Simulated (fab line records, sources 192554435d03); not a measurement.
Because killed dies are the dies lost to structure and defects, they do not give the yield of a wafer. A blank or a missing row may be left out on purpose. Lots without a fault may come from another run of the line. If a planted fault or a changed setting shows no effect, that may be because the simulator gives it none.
Chamber matching | flow n5-finfet | N5_BEOL_M3_STRIP_36 on rie-diel-03: 4 sister chambers
The step strips in N2/H2. 4 wafers are shown with their chamber, then 7 later ones without.

EACH WAFER AND ITS CHAMBER
wafer  | chamber | showerhead-plenum-p-Torr (Torr)
L085.2 | 2       | 2.47
L085.3 | 3       | 2.63
L083.2 | 0       | 2.47
L083.5 | 1       | 2.63

WAFERS WITH NO CHAMBER GIVEN
wafer  | showerhead-plenum-p-Torr (Torr)
L083.6 | 2.47
L090.1 | 2.47
L090.2 | 2.63
L090.6 | 2.62
L093.1 | 2.63
L093.3 | 2.62
L093.4 | 2.47

WHICH CHAMBER EACH ONE RAN IN
wafer  | from the rows above     | in truth
L083.6 | can't be placed: 0 or 2 | 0
L090.1 | can't be placed: 0 or 2 | 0
L090.2 | can't be placed: 1 or 3 | 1
L090.6 | can't be placed: 1 or 3 | 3
L093.1 | can't be placed: 1 or 3 | 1
L093.3 | can't be placed: 1 or 3 | 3
L093.4 | can't be placed: 0 or 2 | 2
Correct placement for 0 of the 7. These rows do not allow placing 7 (true chamber among the candidates in 7). 0 placed wrongly.
How it was worked out, from the rows above alone: a wafer's distance from a chamber is the root of the sum, over the readings, of the square of ((its reading less the chamber's mean) divided by the reading's scatter). The wafer belongs to the nearest chamber; if the next one is less than 2 further off, it can't be placed. For every chamber, the mean is computed from those of its wafers that are shown. The scatter: root of mean squared gap, hidden wafer to nearest shown wafer, with one shown wafer a chamber.
